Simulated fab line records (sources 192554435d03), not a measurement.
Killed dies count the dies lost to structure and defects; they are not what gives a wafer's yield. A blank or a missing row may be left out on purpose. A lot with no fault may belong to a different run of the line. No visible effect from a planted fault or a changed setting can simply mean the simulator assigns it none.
A struck lot beside a sound one -- flow n5Finfet -- 32 out of 1938 route steps
Sound: wafers L108.1, L108.4, L108.5. Struck: wafer L115.2 (left out: L115.3, a lot-mate that was not struck); the cause follows at the end.
At each step with rows: each side's tool, then ch and its chambers, then its first start. Under that, the readings that differ: sound wafers -- struck wafers -- difference of the means -- sigmas: that difference in standard deviations of wafers without a fault.
alike: readings with means less than 2 such deviations apart, plus words and numbers identical on both sides. not compared: withheld readings, readings lacking a value on some wafer, bounds such as >300 that could conceal the same value, and numbers that have no deviation in the record and whose values overlap.
A row with sigmas, a row that says differs or no value, or rows on one side alone: a step with any of these is where the two part. Non-overlapping numbers with no deviation appear without sigmas and do not part them. A reading missing from all wafers of one side parts the sides only when that side holds two or more wafers.

first, 5 steps without rows for these wafers: N5_BEOL_M12_SOFTBAKE_23 (time 60 s); N5_BEOL_M12_EXPOSE_25 (exposes mask M12); N5_BEOL_M12_PEB_26 (peb time 90 s); N5_BEOL_M12_DEVELOP_27 (develop time 45 s); N5_BEOL_M12_HARDBAKE_32 (time 120 s).
N5_BEOL_M12_CD_MEAS_28 targets a cd of 160.2 nm.
  sound on cdSem-01 ch 0, day 13 19:01; struck on cdSem-02 ch 0, day 16 07:35
  alike: cdNm
N5_BEOL_M12_OVL_MEAS_29:
  sound on overlay-01 ch 0, day 13 19:02; struck on overlay-02 ch 0, day 16 07:37
  alike: M12_OVL
N5_BEOL_M12_INSPECT_30: inspects for defects (macro).
  sound: defectInspect-02 at day 13 19:04; struck: defectInspect-02 at day 16 07:38
reading,sound,struck,difference,sigmas
rawDefectCount,2 1 1,4,+3,+2
N5_BEOL_M12_DESCUM_33: chemistry O2, time 7.9 s.
  sound on rieDiel-03 ch 1,2,3, day 13 19:06; struck on rieDiel-03 ch 3, day 16 07:40
  alike: drypumpMotorCurrentA, oesProductAu, rfVppV, showerheadPlenumPTorr, throttleValvePct
  not compared: rfHoursCounterH
then, 1 step without rows for these wafers: N5_BEOL_M12_ETCH_67 (etches SiARC in CF4, target depth 143 nm, time 238.3 s).
N5_BEOL_M12_ETCH_68: etches SOC in N2/H2, time 285 s.
  sound on rieDiel-03 ch 1,2,3, day 13 19:17; struck on rieDiel-03 ch 3, day 16 07:51
  alike: drypumpMotorCurrentA, oesProductAu, rfVppV, showerheadPlenumPTorr, throttleValvePct
  not compared: rfHoursCounterH
then, 1 step without rows for these wafers: N5_BEOL_M12_STRIP_69 (strips in N2/H2).
N5_BEOL_M12_TRENCH_ETCH_34: etches SiOC in C4F8/O2/Ar, target depth 318.95 nm, time 125.5 s.
  sound on rieDiel-03 ch 1,2,3, day 13 19:28; struck on rieDiel-03 ch 3, day 16 08:02
reading,sound,struck,difference,sigmas
model.etch.depthNm (nm),314.7 320.1 314.7,298.7,-17.8,
  alike: drypumpMotorCurrentA, oesProductAu, rfVppV, showerheadPlenumPTorr, throttleValvePct
  not compared: rfHoursCounterH
then, 1 step without rows for these wafers: N5_BEOL_M12_STRIP_70 (strips in C4F8/O2/Ar).
N5_BEOL_M12_OCD_MEAS_35:
  sound: ocd-01 at day 13 19:37; struck: ocd-01 at day 16 08:11
reading,sound,struck,difference,sigmas
trenchDepthNm (nm),315 320 315,299,-18,-3
then, 7 steps without rows for these wafers: N5_BEOL_M12_STRIP_37 (strips in N2/H2); N5_BEOL_M12_ETCH_38 (etches SiCN in CF4/N2, target depth 68.7 nm, time 73.4 s); N5_BEOL_M12_PRECLEAN_39 (cleans in residue remover, time 60 s); N5_BEOL_M12_SRD_40 (time 30 s, dry time 30 s); N5_BEOL_M12_DEGAS_41 (time 60 s); N5_BEOL_M12_PRE_CLEAN_42 (time 30 s); N5_BEOL_M12_SPUTTER_43 (material TaN, target thk 15 nm, time 24.19 s).
N5_BEOL_M12_SPUTTER_44: material Ta, target thk 10 nm, time 16.13 s.
  sound: pvdSputter-03 at day 13 22:36; struck: pvdSputter-02 at day 16 09:53
  alike: throttleValvePct
N5_BEOL_M12_SPUTTER_45: material Cu, target thk 80 nm, time 13.33 s.
  sound: pvdSputter-03 at day 13 22:41; struck: pvdSputter-02 at day 16 09:58
  alike: throttleValvePct
then, 1 step without rows for these wafers: N5_BEOL_M12_ECD_47 (material Cu, target thk 720 nm).
N5_BEOL_M12_ANNEAL_48: time 90 s.
  sound on rtpAnneal-01 ch 0, day 13 23:01; struck on rtpAnneal-02 ch 0, day 16 10:19
  alike: wafer_temp_C_max
N5_BEOL_M12_CMP_49: polishes, stops on SiOC, t overpolish 20.6 s, target thk 320 nm.
  sound on cmp-03 ch 0,1,3, day 13 23:37; struck on cmp-01 ch 3, day 16 10:39
reading,sound,struck,difference,sigmas
model.Cu_of_BEOL_M12_ECD_47.thkNm (nm),313.8 320 312.2,302.2,-13.1,
  alike: barrierFieldEndpointS, clearingPlatenRpm, motorCurrentA, overpolishRunS, slurryFilterDpKPa
N5_BEOL_M12_THK_MEAS_50: measures by xrf.
  sound: filmMetro-02 at day 13 23:50; struck: filmMetro-01 at day 16 10:52
reading,sound,struck,difference,sigmas
M12_THK (nm),324 330 321,305,-20,-3
then, 2 steps without rows for these wafers: N5_BEOL_M12_PRE_CLEAN_52 (time 15 s); N5_BEOL_M12_DEP_53 (deposits SiCN from 3MS/NH3, target thk 30 nm, time 10.5 s).
N5_BEOL_M12_RS_MEAS_54: uses a four-point probe to measure.
  sound: filmMetro-02 at day 13 23:58; struck: filmMetro-01 at day 16 11:00
reading,sound,struck,difference,sigmas
M12_RS (ohm/sq),0.0612 0.0599 0.0615,0.0636,+0.0027,+2
N5_BEOL_M12_INSPECT_55: inspects for defects (darkfield).
  sound: defectInspect-01 at day 13 23:59; struck: defectInspect-02 at day 16 11:02
  alike: rawDefectCount

WHERE THEY PART
Earliest at N5_BEOL_M12_INSPECT_30; latest, in this record, at N5_BEOL_M12_RS_MEAS_54. Later steps at which nothing parts them and some readings are alike: N5_BEOL_M12_INSPECT_55.

WHY: what had been put in by the simulator
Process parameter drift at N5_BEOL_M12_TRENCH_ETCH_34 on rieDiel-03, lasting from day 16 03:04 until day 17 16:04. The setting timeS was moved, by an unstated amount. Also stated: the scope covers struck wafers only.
